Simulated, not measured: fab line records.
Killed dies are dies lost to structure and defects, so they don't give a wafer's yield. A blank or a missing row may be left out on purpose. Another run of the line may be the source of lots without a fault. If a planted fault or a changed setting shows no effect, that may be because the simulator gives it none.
fab line records | flow n5Finfet | part 1 of 2: steps 1 to 4 of 6
[record] lots = 23 | wafers = 69 | lastDay = 21
route steps=1938 shown ILD0@340 SDB@360 HKMG_FIN@455 GATE_CUT@467
lots untouched by any fault: they come from a run of this same line in which no faults occurred
startH: the number of hours between the record's first day and the start of the first shown wafer of the lot | waitH: hours elapsed since this lot's preceding step | " identical to the entry in the row above | L1.1+2: one row covering several wafers at once | - no value, or no start given | * or withheld: withheld | < > ~ a bound
route shown NAME@n: a module of which the file shows steps, and the number in the route of the first | usual: mean/standard deviation taken from wafers without a fault | same: alike in all rows | chamber/n: place in a boat | sites: per-site readings | _std_site: the values' standard deviation | _edge_site: the outer-site mean with the inner-site mean subtracted | radiusMm: how far each site lies from the wafer's centre | mask NAME#n: copy n | behind: the last tool/chamber to shape the wafer | hold: why the lot went on hold/how many hours it stayed there/how the hold came to an end | device: names the non-switching transistor (n, p or np) | end of line: tests run on the same wafers once the route is complete | where a step has no rows: the recipe by itself | killed: not the wafer's yield, but the dies lost to structure and defects at the first sort | map: the dies of a wafer, with x for killed, . for not killed, _ for no die there
set.NAME: the setting that was run; set.NAME@STEP: the one run at that earlier step | model.NAME: the simulator's own value behind a step, which no gauge read
a sample of lots followed through the steps of the route, with each step as a table and each wafer as a row
services: from which hour (startH, from the record's first day; less than 0 if before it) a tool's chamber was out of use, for how many hours, and why
[[steps]]
[step N5_ILD0_CMP_07]
[recipe] stopOn = poly-Si | material = SiO2_flowable | tOverpolishS = 1.18 | postCmpClean = alkalineBrush | downForcePsi = 4.1491 | platenRpm = 51.796 | padVelocityMS = 1.0306 | targetThkNm = 138.88
[usual] motorCurrentA = 12.5/1 | padLifeWafers = 1245/550
lot.wafer | tool   | chamber | startH | waitH | motorCurrentA | padLifeWafers
L074.4    | cmp-02 | 3       | 63.14  | 0.1   | 13.1          | 1537
L074.3    | "      | 0       | "      | "     | 13.4          | 1538
L074.6    | "      | 3       | "      | "     | 12.8          | -
L075.1    | cmp-03 | 0       | 67.44  | 0.1   | 11.8          | 530
L075.3    | "      | 1       | "      | "     | 11.5          | 531
L075.6    | "      | 2       | "      | "     | 10.5          | -
L076.1    | cmp-02 | 0       | 73.79  | 0.1   | 13.4          | 1615
L076.4    | "      | 2       | "      | "     | 12.5          | 1617
L076.6    | "      | 0       | "      | "     | 13.5          | -
L077.3    | cmp-03 | 0       | 82.07  | 0.1   | 11.9          | 589
L077.6    | "      | 3       | "      | "     | 11.9          | -
L077.5    | "      | 0       | "      | "     | 11.9          | -
L078.4    | cmp-03 | 2       | 90.98  | 0.1   | 10.6          | 638
L078.2    | "      | 3       | "      | "     | 12.8          | 639
L078.6    | "      | 0       | "      | "     | 11.4          | -
L079.2    | cmp-02 | 3       | 96.81  | 0.1   | 13.1          | 1747
L079.3    | "      | 0       | "      | "     | 13.4          | 1748
L079.4    | "      | 1       | "      | "     | 13.5          | 1749
L080.3    | cmp-03 | 0       | 105.75 | 0.1   | 11.8          | 733
L080.2    | "      | 2       | "      | "     | 10.3          | 735
L080.5    | "      | 0       | "      | "     | 11.3          | -
L081.1    | cmp-02 | 0       | 112.92 | 0.0   | 13.6          | 1842
L081.2    | "      | 2       | "      | "     | 12.6          | 1844
L081.5    | "      | 1       | "      | "     | 14.0          | -
L082.2    | cmp-02 | 3       | 113.62 | 0.1   | 13.0          | 1849
L082.6    | "      | 2       | "      | "     | 13.6          | -
L082.5    | "      | 3       | "      | "     | 12.9          | -
L083.3    | cmp-04 | 2       | 116.75 | 0.0   | 11.9          | 1320
L083.2    | "      | 0       | "      | "     | 13.2          | 1322
L083.4    | "      | 1       | "      | "     | 12.6          | 1323
L084.4    | cmp-02 | 2       | 122.68 | 0.1   | 13.1          | 1898
L084.2    | "      | 3       | "      | "     | 13.2          | 1899
L084.5    | "      | 1       | "      | "     | 14.0          | -
L085.3    | cmp-03 | 1       | 126.70 | 0.0   | 11.5          | 858
L085.1    | "      | 2       | "      | "     | 10.8          | 859
L085.2    | "      | 0       | "      | "     | 12.0          | 861
L086.4    | cmp-04 | 3       | 133.65 | 0.1   | 13.1          | 1393
L086.3    | "      | 1       | "      | "     | 12.1          | 1395
L086.5    | "      | 2       | "      | "     | 11.9          | -
L087.3    | cmp-03 | 1       | 138.93 | 0.0   | 11.1          | 930
L087.2    | "      | 2       | "      | "     | 10.5          | 931
L087.5    | "      | 2       | "      | "     | 10.3          | -
L088.3    | cmp-02 | 3       | 143.86 | 0.1   | 12.3          | 2053
L088.6    | "      | 2       | "      | "     | 13.4          | -
L088.5    | "      | 3       | "      | "     | 12.4          | -
L089.2    | cmp-04 | 1       | 150.12 | 0.1   | 12.3          | 1489
L089.4    | "      | 3       | "      | "     | 13.2          | 1491
L089.6    | "      | 0       | "      | "     | 12.8          | -
L090.4    | cmp-03 | 2       | 156.02 | 0.0   | 10.8          | 1044
L090.2    | "      | 1       | "      | "     | 11.3          | 1047
L090.5    | "      | 3       | "      | "     | 13.2          | -
L091.4    | cmp-03 | 3       | 161.58 | 0.0   | 13.6          | 1086
L091.1    | "      | 0       | "      | "     | 12.1          | 1087
L091.2    | "      | 1       | "      | "     | 12.5          | 1088
L093.1    | cmp-02 | 0       | 173.41 | 0.1   | 12.5          | 57
L093.6    | "      | 1       | "      | "     | 14.2          | -
L093.5    | "      | 2       | "      | "     | 13.2          | -
L094.3    | cmp-04 | 2       | 185.76 | 0.1   | 12.3          | 1729
L094.2    | "      | 3       | "      | "     | 13.1          | 1730
L094.4    | "      | 0       | "      | "     | 12.7          | 1731
L095.3    | cmp-03 | 0       | 188.65 | 0.1   | 11.8          | 1285
L095.2    | "      | 2       | "      | "     | 9.9           | 1287
L095.5    | "      | 0       | "      | "     | 12.0          | -
L096.4    | cmp-04 | 0       | 192.92 | 0.0   | 13.7          | 1782
L096.3    | "      | 1       | "      | "     | 11.9          | 1783
L096.2    | "      | 2       | "      | "     | 12.2          | 1784
L097.4    | cmp-02 | 0       | 200.03 | 0.0   | 13.0          | 246
L097.2    | "      | 1       | "      | "     | 13.6          | 247
L097.1    | "      | 3       | "      | "     | 12.6          | 249
[step N5_SDB_ETCH_17]
[recipe] chemistry = CF4 | target = SiARC | targetDepthA = 234 | maskMaterial = CAR-ArF | timeS = 39 | ionEnergyEv = 80 | pressureMtorr = 40 | sourceW = 545 | biasW = 36 | Ar_flow_sccm = 100 | cf4FlowSccm = 100 | ends = cleared
[usual] drypumpMotorCurrentA = 5.6/0.51 | etchRfOnTimeS = 39.3/1 | oesProductAu = 0.67/0.071 | rfVppV = 184.0/1.2 | showerheadPlenumPTorr = 2.14/0.049 | throttleValvePct = 15.43/0.16
lot.wafer | tool       | chamber | startH | waitH | drypumpMotorCurrentA | etchRfOnTimeS | oesProductAu | rfHoursCounterH | rfVppV | showerheadPlenumPTorr | throttleValvePct
L074.3    | rieDiel-01 | 3       | 67.27  | 0.0   | 5.6                  | 38.4          | 0.78         | 27              | 185.0  | 2.10                  | 15.20
L074.4    | "          | 2       | "      | "     | 5.2                  | 38.4          | 0.62         | 201             | 181.6  | 2.05                  | 15.50
L074.6    | "          | 2       | "      | "     | 5.2                  | 38.1          | 0.63         | -               | 181.4  | 2.05                  | 15.50
L075.1    | rieDiel-01 | 0       | 71.52  | 0.0   | 5.5                  | 38.7          | 0.63         | 161             | 184.7  | 2.15                  | 15.64
L075.3    | "          | 3       | "      | "     | 5.6                  | 38.4          | 0.78         | 28              | 184.5  | 2.10                  | 15.20
L075.6    | "          | 1       | "      | "     | 5.1                  | 39.5          | 0.65         | -               | 184.4  | 2.22                  | 15.44
L076.1    | rieDiel-01 | 3       | 77.93  | 0.0   | 5.6                  | 39.2          | 0.76         | 31              | 182.5  | 2.10                  | 15.19
L076.4    | "          | 2       | "      | "     | 5.2                  | 38.8          | 0.62         | 205             | 182.9  | 2.05                  | 15.52
L076.6    | "          | 0       | "      | "     | 5.5                  | 39.6          | 0.63         | -               | 182.7  | 2.14                  | 15.64
L077.3    | rieDiel-04 | 2       | 86.17  | 0.0   | 4.9                  | 40.9          | 0.64         | 116             | 184.2  | 2.15                  | 15.16
L077.5    | "          | 3       | "      | "     | 6.5                  | 37.5          | 0.64         | -               | 183.6  | 2.21                  | 15.44
L077.6    | "          | 0       | "      | "     | 5.7                  | 38.9          | 0.59         | -               | 183.2  | 2.13                  | 15.61
L078.2    | rieDiel-01 | 3       | 95.07  | 0.0   | 5.7                  | 38.0          | 0.77         | 36              | 183.1  | 2.10                  | 15.22
L078.4    | "          | 2       | "      | "     | 5.2                  | 38.7          | 0.61         | 210             | 183.7  | 2.05                  | 15.51
L078.6    | "          | 2       | "      | "     | 5.3                  | 38.6          | 0.61         | -               | 184.4  | 2.05                  | 15.51
L079.2    | rieDiel-05 | 3       | 101.17 | 0.0   | 5.2                  | 41.0          | 0.56         | 249             | 184.4  | 2.12                  | 15.83
L079.3    | "          | 1       | "      | "     | 6.4                  | 40.1          | 0.77         | 15              | 182.6  | 2.12                  | 15.22
L079.4    | "          | 2       | "      | "     | 5.4                  | 38.0          | 0.68         | 117             | 182.5  | 2.17                  | 15.30
L080.2    | rieDiel-01 | 2       | 109.86 | 0.0   | 5.2                  | 39.1          | 0.61         | 213             | 181.9  | 2.05                  | 15.53
L080.3    | "          | 1       | "      | "     | 5.0                  | 39.2          | 0.65         | 142             | 184.6  | 2.22                  | 15.47
L080.5    | "          | 2       | "      | "     | 5.2                  | 38.8          | 0.61         | -               | 182.3  | 2.05                  | 15.52
L081.1    | rieDiel-04 | 0       | 117.08 | 0.0   | 5.8                  | 39.5          | 0.60         | 211             | 183.0  | 2.13                  | 15.60
L081.2    | "          | 2       | "      | "     | 4.9                  | 42.1          | 0.64         | 122             | 182.8  | 2.15                  | 15.18
L081.5    | "          | 2       | "      | "     | 4.9                  | 41.6          | 0.63         | -               | 184.8  | 2.15                  | 15.18
L082.2    | rieDiel-04 | 2       | 117.95 | 0.0   | 4.9                  | 42.1          | 0.63         | 123             | 182.1  | 2.15                  | 15.17
L082.5    | "          | 0       | "      | "     | 5.7                  | 39.1          | 0.60         | -               | 182.9  | 2.13                  | 15.61
L082.6    | "          | 1       | "      | "     | 6.4                  | 38.0          | 0.80         | -               | 184.2  | 2.18                  | 15.51
L083.2    | rieDiel-01 | 3       | 120.93 | 0.0   | 5.7                  | 38.6          | 0.75         | 43              | 184.4  | 2.10                  | 15.20
L083.3    | "          | 2       | "      | "     | 5.2                  | 38.6          | 0.61         | 216             | 181.6  | 2.05                  | 15.54
L083.4    | "          | 1       | "      | "     | 5.1                  | 39.7          | 0.64         | 144             | 186.0  | 2.22                  | 15.47
L084.2    | rieDiel-05 | 1       | 126.63 | 0.0   | 6.4                  | 40.0          | 0.76         | 18              | 184.8  | 2.12                  | 15.24
L084.4    | "          | 3       | "      | "     | 5.2                  | 39.7          | 0.85         | 1               | 183.8  | 2.12                  | 15.33
L084.5    | "          | 2       | "      | "     | 5.4                  | 38.3          | 0.68         | -               | 183.5  | 2.16                  | 15.30
L085.1    | rieDiel-04 | 2       | 130.85 | 0.0   | 4.9                  | 42.4          | 0.63         | 127             | 183.2  | 2.14                  | 15.19
L085.2    | "          | 3       | "      | "     | 6.6                  | 39.0          | 0.62         | 195             | 185.0  | 2.20                  | 15.46
L085.3    | "          | 1       | "      | "     | 6.3                  | 38.4          | 0.78         | 19              | 185.1  | 2.18                  | 15.51
L086.3    | rieDiel-01 | 3       | 137.97 | 0.0   | 5.6                  | 38.5          | 0.75         | 47              | 183.2  | 2.10                  | 15.23
L086.4    | "          | 2       | "      | "     | 5.2                  | 38.4          | 0.61         | 219             | 182.2  | 2.05                  | 15.53
L086.5    | "          | 1       | "      | "     | 5.1                  | 39.3          | 0.64         | -               | 185.8  | 2.22                  | 15.48
L087.2    | rieDiel-04 | 2       | 142.95 | 0.0   | 4.9                  | 42.0          | 0.63         | 130             | 185.0  | 2.14                  | 15.19
L087.3    | "          | 1       | "      | "     | 6.3                  | 38.1          | 0.78         | 22              | 184.8  | 2.18                  | 15.51
L087.5    | "          | 3       | "      | "     | 6.5                  | 38.7          | 0.62         | -               | 186.1  | 2.20                  | 15.46
L088.3    | rieDiel-05 | 1       | 148.23 | 0.0   | 6.4                  | 40.0          | 0.75         | 25              | 182.8  | 2.11                  | 15.26
L088.5    | "          | 3       | "      | "     | 5.2                  | 40.1          | 0.81         | -               | 182.7  | 2.11                  | 15.33
L088.6    | "          | 2       | "      | "     | 5.4                  | 37.9          | 0.67         | -               | 185.3  | 2.16                  | 15.32
L089.2    | rieDiel-05 | 3       | 154.12 | 0.0   | 5.2                  | 40.4          | 0.82         | 9               | 183.4  | 2.11                  | 15.35
L089.4    | "          | 2       | "      | "     | 5.4                  | 38.8          | 0.66         | 128             | 183.3  | 2.16                  | 15.32
L089.6    | "          | 2       | "      | "     | 5.4                  | 38.7          | 0.67         | -               | 183.9  | 2.16                  | 15.32
L090.2    | rieDiel-01 | 1       | 160.23 | 0.0   | 5.1                  | 39.8          | 0.63         | 152             | 184.4  | 2.22                  | 15.49
L090.4    | "          | 2       | "      | "     | 5.2                  | 39.2          | 0.60         | 224             | 182.8  | 2.05                  | 15.54
L090.5    | "          | 2       | "      | "     | 5.2                  | 38.7          | 0.60         | -               | 182.8  | 2.05                  | 15.54
L091.1    | rieDiel-05 | 1       | 165.78 | 0.0   | 6.4                  | 40.3          | 0.74         | 30              | 183.6  | 2.11                  | 15.25
L091.2    | "          | 0       | "      | "     | 5.2                  | 40.2          | 0.68         | 97              | 183.9  | 2.17                  | 15.52
L091.4    | "          | 3       | "      | "     | 5.2                  | 40.3          | 0.80         | 13              | 184.0  | 2.11                  | 15.36
L093.1    | rieDiel-04 | 2       | 177.45 | 0.0   | 4.9                  | 41.9          | 0.63         | 139             | 183.5  | 2.14                  | 15.21
L093.5    | "          | 2       | "      | "     | 4.9                  | 42.2          | 0.62         | -               | 184.0  | 2.14                  | 15.20
L093.6    | "          | 3       | "      | "     | 6.6                  | 38.1          | 0.63         | -               | 185.4  | 2.20                  | 15.48
L094.2    | rieDiel-01 | 0       | 189.96 | 0.0   | 5.5                  | 39.5          | 0.61         | 192             | 183.1  | 2.14                  | 15.70
L094.3    | "          | 2       | "      | "     | 5.3                  | 38.6          | 0.60         | 232             | 180.9  | 2.04                  | 15.56
L094.4    | "          | 1       | "      | "     | 5.1                  | 39.4          | 0.63         | 161             | 184.5  | 2.21                  | 15.49
L095.2    | rieDiel-04 | 2       | 192.63 | 0.0   | 4.9                  | 41.5          | 0.63         | 144             | 183.6  | 2.14                  | 15.24
L095.3    | "          | 1       | "      | "     | 6.3                  | 39.0          | 0.75         | 33              | 185.0  | 2.18                  | 15.56
L095.5    | "          | 3       | "      | "     | 6.6                  | 39.0          | 0.61         | -               | 183.6  | 2.20                  | 15.47
L096.2    | rieDiel-05 | 3       | 197.07 | 0.0   | 5.3                  | 40.2          | 0.79         | 19              | 184.8  | 2.11                  | 15.35
L096.3    | "          | 1       | "      | "     | 6.4                  | 40.3          | 0.73         | 37              | 183.6  | 2.11                  | 15.26
L096.4    | "          | 0       | "      | "     | 5.2                  | 39.7          | 0.67         | 103             | 185.0  | 2.17                  | 15.55
L097.1    | rieDiel-05 | 1       | 204.55 | 0.0   | 6.4                  | 40.2          | 0.73         | 40              | 182.9  | 2.11                  | 15.28
L097.2    | "          | 2       | "      | "     | 5.4                  | 37.8          | 0.66         | 142             | 184.0  | 2.16                  | 15.34
L097.4    | "          | 3       | "      | "     | 5.3                  | 39.8          | 0.79         | 22              | 182.3  | 2.11                  | 15.36
[step N5_HKMG_FIN_STRIP_69]
[recipe] chemistry = N2/H2 | powerW = 2500 | tempC = 300 | h2Frac = 0.65 | timeS = 360 | pressureMtorr = withheld | n2FlowSccm = 1750 | h2FlowSccm = 3250
[usual] drypumpMotorCurrentA = 5.61/0.2 | heaterPowerW = 443/48
lot.wafer | tool           | chamber | startH | waitH | drypumpMotorCurrentA | heaterPowerW | rfHoursCounterH
L074.3    | plasmaAsher-02 | 1       | 79.07  | 0.2   | 5.84                 | 441          | -
L074.4    | "              | 0       | "      | "     | 5.65                 | 429          | -
L074.6    | "              | 1       | "      | "     | 5.83                 | 431          | -
L075.1    | plasmaAsher-01 | 0       | 83.83  | 0.1   | 5.28                 | 395          | 97
L075.3    | "              | 0       | "      | "     | 5.27                 | 387          | -
L075.6    | "              | 1       | "      | "     | 5.56                 | 506          | -
L076.1    | plasmaAsher-01 | 1       | 89.85  | 0.1   | 5.52                 | 532          | 98
L076.4    | "              | 1       | "      | "     | 5.53                 | 534          | -
L076.6    | "              | 0       | "      | "     | 5.29                 | 390          | -
L077.3    | plasmaAsher-02 | 0       | 98.94  | 0.2   | 5.65                 | 438          | -
L077.5    | "              | 1       | "      | "     | 5.85                 | 432          | -
L077.6    | "              | 0       | "      | "     | 5.66                 | 445          | -
L078.2    | plasmaAsher-02 | 0       | 106.84 | 0.1   | 5.65                 | 440          | 42
L078.4    | "              | 0       | "      | "     | 5.65                 | 439          | -
L078.6    | "              | 0       | "      | "     | 5.64                 | 452          | -
L079.2    | plasmaAsher-01 | 0       | 112.86 | 0.1   | 5.31                 | 386          | 100
L079.3    | "              | 0       | "      | "     | 5.33                 | 393          | -
L079.4    | "              | 1       | "      | "     | 5.54                 | 532          | -
L080.2    | plasmaAsher-01 | 0       | 122.20 | 0.1   | 5.29                 | 395          | 103
L080.3    | "              | 1       | "      | "     | 5.52                 | 531          | -
L080.5    | "              | 1       | "      | "     | 5.52                 | 534          | -
L081.1    | plasmaAsher-01 | 1       | 128.65 | 0.1   | 5.54                 | 529          | 106
L081.2    | "              | 0       | "      | "     | 5.29                 | 387          | 106
L081.5    | "              | 0       | "      | "     | 5.26                 | 385          | -
L082.2    | plasmaAsher-02 | 0       | 130.99 | 0.1   | 5.67                 | 440          | 44
L082.5    | "              | 1       | "      | "     | 5.85                 | 425          | -
L082.6    | "              | 0       | "      | "     | 5.67                 | 449          | -
L083.2    | plasmaAsher-02 | 0       | 133.38 | 0.1   | 5.69                 | 432          | 45
L083.3    | "              | 1       | "      | "     | 5.83                 | 440          | -
L083.4    | "              | 0       | "      | "     | 5.70                 | 436          | -
L084.2    | plasmaAsher-02 | 1       | 138.23 | 0.1   | 5.86                 | 424          | 47
L084.4    | "              | 1       | "      | "     | 5.84                 | 431          | -
L084.5    | "              | 1       | "      | "     | 5.87                 | 431          | -
L085.1    | plasmaAsher-02 | 1       | 142.89 | 0.1   | 5.82                 | 438          | 47
L085.2    | "              | 0       | "      | "     | 5.65                 | 439          | 47
L085.3    | "              | 0       | "      | "     | 5.66                 | 430          | -
L086.3    | plasmaAsher-02 | 0       | 149.58 | 0.2   | 5.65                 | 433          | -
L086.4    | "              | 1       | "      | "     | 5.85                 | 430          | -
L086.5    | "              | 0       | "      | "     | 5.64                 | 430          | -
L087.2    | plasmaAsher-01 | 1       | 155.16 | 0.1   | 5.54                 | 514          | 111
L087.3    | "              | 0       | "      | "     | 5.27                 | 379          | -
L087.5    | "              | 0       | "      | "     | 5.29                 | 394          | -
L088.3    | plasmaAsher-01 | 1       | 160.20 | 0.2   | 5.50                 | 530          | -
L088.5    | "              | 1       | "      | "     | 5.54                 | 535          | -
L088.6    | "              | 0       | "      | "     | 5.28                 | 386          | -
L089.2    | plasmaAsher-02 | 1       | 165.50 | 0.1   | 5.83                 | 429          | 51
L089.4    | "              | 0       | "      | "     | 5.67                 | 440          | -
L089.6    | "              | 1       | "      | "     | 5.84                 | 423          | -
L090.2    | plasmaAsher-02 | 0       | 171.80 | 0.1   | 5.66                 | 446          | 52
L090.4    | "              | 0       | "      | "     | 5.67                 | 431          | -
L090.5    | "              | 0       | "      | "     | 5.63                 | 432          | -
L091.1    | plasmaAsher-02 | 0       | 177.71 | 0.1   | 5.67                 | 446          | 53
L091.2    | "              | 1       | "      | "     | 5.83                 | 446          | 53
L091.4    | "              | 1       | "      | "     | 5.83                 | 435          | -
L093.1    | plasmaAsher-01 | 0       | 189.57 | 0.1   | 5.29                 | 395          | 117
L093.5    | "              | 0       | "      | "     | 5.27                 | 392          | -
L093.6    | "              | 1       | "      | "     | 5.53                 | 525          | -
L094.2    | plasmaAsher-02 | 0       | 202.41 | 0.1   | 5.65                 | 437          | 57
L094.3    | "              | 0       | "      | "     | 5.66                 | 425          | -
L094.4    | "              | 1       | "      | "     | 5.83                 | 441          | -
L095.2    | plasmaAsher-01 | 0       | 204.38 | 0.1   | 5.27                 | 387          | 120
L095.3    | "              | 0       | "      | "     | 5.27                 | 396          | -
L095.5    | "              | 1       | "      | "     | 5.56                 | 533          | -
L096.2    | plasmaAsher-01 | 1       | 209.59 | 0.2   | 5.52                 | 531          | 121
L096.3    | "              | 1       | "      | "     | 5.54                 | 527          | -
L096.4    | "              | 0       | "      | "     | 5.31                 | 379          | -
L097.1    | plasmaAsher-02 | 0       | 216.29 | 0.1   | 5.69                 | 430          | 60
L097.2    | "              | 1       | "      | "     | 5.84                 | 431          | 60
L097.4    | "              | 1       | "      | "     | 5.84                 | 430          | -
[step N5_HKMG_FIN_CMP_23]
[recipe] stopOn = SiNx | tOverpolishS = 10 | postCmpClean = rinseOnly | downForcePsi = 4 | platenRpm = 50.289 | padVelocityMS = 1.0006 | targetThkNm = 46.326
[usual] motorCurrentA = 12.5/1 | overpolishRunS = 10.000/0.0091 | padLifeWafers = 1170/700 | timeToEndpointS = 11.9/2.9
lot.wafer | tool   | chamber | startH | waitH | motorCurrentA | overpolishRunS | padLifeWafers | timeToEndpointS
L074.3    | cmp-02 | 3       | 79.87  | 0.0   | 12.9          | 9.976          | 1650          | 9.7
L074.4    | "      | 0       | "      | "     | 13.6          | 10.007         | 1651          | 15.0
L074.6    | "      | 3       | "      | "     | 12.0          | 9.985          | -             | 9.6
L075.1    | cmp-01 | 3       | 84.74  | 0.0   | 13.8          | 9.995          | 2154          | 12.7
L075.3    | "      | 1       | "      | "     | 13.6          | 9.981          | 2156          | 6.6
L075.6    | "      | 0       | "      | "     | 12.0          | 10.007         | -             | 13.5
L076.4    | cmp-01 | 3       | 90.84  | 0.1   | 13.8          | 9.985          | 7             | 13.2
L076.1    | "      | 1       | "      | "     | 13.6          | 10.002         | 9             | 10.6
L076.6    | "      | 2       | "      | "     | 10.5          | 9.996          | -             | 12.9
L077.3    | cmp-02 | 3       | 100.00 | 0.3   | 12.7          | 9.996          | 1779          | 10.5
L077.5    | "      | 0       | "      | "     | 12.4          | 10.009         | -             | 13.9
L077.6    | "      | 1       | "      | "     | 13.7          | 9.998          | -             | 14.4
L078.4    | cmp-04 | 3       | 107.84 | 0.1   | 12.1          | 9.991          | 1273          | 13.7
L078.2    | "      | 0       | "      | "     | 12.4          | 10.005         | 1274          | 16.0
L078.6    | "      | 3       | "      | "     | 12.2          | 9.993          | -             | 13.4
L079.3    | cmp-01 | 2       | 113.77 | 0.0   | 10.5          | 9.994          | 108           | 10.3
L079.4    | "      | 3       | "      | "     | 13.6          | 10.010         | 109           | 15.4
L079.2    | "      | 1       | "      | "     | 13.8          | 10.002         | 111           | 10.2
L080.2    | cmp-02 | 2       | 123.12 | 0.0   | 12.8          | 9.995          | 1908          | 9.8
L080.3    | "      | 0       | "      | "     | 13.1          | 10.011         | 1910          | 14.8
L080.5    | "      | 3       | "      | "     | 12.4          | 9.993          | -             | 10.2
L081.2    | cmp-01 | 1       | 129.59 | 0.0   | 13.3          | 9.983          | 216           | 6.7
L081.1    | "      | 0       | "      | "     | 12.2          | 10.003         | 219           | 10.5
L081.5    | "      | 1       | "      | "     | 13.6          | 10.003         | -             | 8.3
L082.2    | cmp-04 | 0       | 132.07 | 0.2   | 12.3          | 10.010         | 1376          | 17.7
L082.5    | "      | 2       | "      | "     | 11.1          | 9.993          | -             | 14.2
L082.6    | "      | 3       | "      | "     | 12.9          | 10.003         | -             | 16.1
L083.4    | cmp-02 | 3       | 134.30 | 0.0   | 12.3          | 10.018         | 1980          | 9.8
L083.3    | "      | 0       | "      | "     | 13.3          | 9.987          | 1981          | 14.8
L083.2    | "      | 2       | "      | "     | 12.4          | 9.997          | 1983          | 10.6
L084.4    | cmp-04 | 1       | 139.15 | 0.0   | 12.1          | 9.983          | 1416          | 6.9
L084.2    | "      | 2       | "      | "     | 12.0          | 9.986          | 1417          | 14.0
L084.5    | "      | 1       | "      | "     | 12.6          | 10.014         | -             | 9.7
L085.2    | cmp-04 | 2       | 143.81 | 0.0   | 11.8          | 9.995          | 1452          | 11.7
L085.3    | "      | 3       | "      | "     | 12.1          | 9.997          | 1453          | 14.3
L085.1    | "      | 0       | "      | "     | 12.6          | 10.010         | 1454          | 13.9
L086.3    | cmp-01 | 2       | 150.38 | 0.0   | 10.7          | 9.988          | 342           | 13.3
L086.4    | "      | 1       | "      | "     | 13.8          | 10.009         | 345           | 10.7
L086.5    | "      | 2       | "      | "     | 10.2          | 10.019         | -             | 12.8
L087.3    | cmp-02 | 3       | 156.18 | 0.1   | 12.6          | 9.997          | 2131          | 9.4
L087.2    | "      | 1       | "      | "     | 14.1          | 9.995          | 2133          | 9.6
L087.5    | "      | 2       | "      | "     | 12.5          | 10.016         | -             | 11.3
L088.3    | cmp-01 | 1       | 161.08 | 0.1   | 13.1          | 9.997          | 409           | 12.2
L088.5    | "      | 0       | "      | "     | 12.2          | 9.999          | -             | 12.8
L088.6    | "      | 1       | "      | "     | 12.6          | 10.002         | -             | 8.5
L089.2    | cmp-01 | 0       | 166.49 | 0.1   | 11.7          | 10.000         | 457           | 11.1
L089.4    | "      | 1       | "      | "     | 13.4          | 10.001         | 458           | 6.0
L089.6    | "      | 3       | "      | "     | 14.6          | 9.986          | -             | 13.6
L090.4    | cmp-04 | 2       | 172.99 | 0.2   | 11.7          | 9.992          | 1634          | 14.3
L090.2    | "      | 3       | "      | "     | 12.5          | 9.998          | 1635          | 16.5
L090.5    | "      | 0       | "      | "     | 12.3          | 10.017         | -             | 15.6
L091.2    | cmp-04 | 3       | 178.71 | 0.0   | 12.1          | 10.002         | 1674          | 12.1
L091.4    | "      | 0       | "      | "     | 12.3          | 9.992          | 1675          | 15.7
L091.1    | "      | 1       | "      | "     | 12.6          | 10.024         | 1676          | 5.9
L093.1    | cmp-04 | 1       | 190.49 | 0.0   | 12.6          | 10.006         | 1764          | 5.4
L093.5    | "      | 1       | "      | "     | 11.7          | 10.011         | -             | 7.6
L093.6    | "      | 2       | "      | "     | 11.7          | 10.014         | -             | 14.0
L094.4    | cmp-01 | 3       | 203.35 | 0.0   | 14.2          | 10.002         | 714           | 11.2
L094.3    | "      | 0       | "      | "     | 11.9          | 10.011         | 715           | 10.3
L094.2    | "      | 2       | "      | "     | 10.4          | 9.999          | 717           | 9.5
L095.3    | cmp-04 | 0       | 205.32 | 0.0   | 12.9          | 10.007         | 1872          | 14.2
L095.2    | "      | 2       | "      | "     | 11.9          | 9.995          | 1874          | 9.8
L095.5    | "      | 0       | "      | "     | 12.5          | 10.007         | -             | 13.3
L096.3    | cmp-01 | 0       | 210.51 | 0.0   | 12.5          | 10.004         | 738           | 10.5
L096.4    | "      | 1       | "      | "     | 13.5          | 9.991          | 739           | 9.3
L096.2    | "      | 3       | "      | "     | 13.5          | 9.995          | 741           | 14.6
L097.2    | cmp-02 | 0       | 217.20 | 0.0   | 12.7          | 10.014         | 384           | 18.6
L097.1    | "      | 1       | "      | "     | 14.4          | 10.005         | 385           | 14.7
L097.4    | "      | 3       | "      | "     | 12.4          | 9.985          | 387           | 12.3
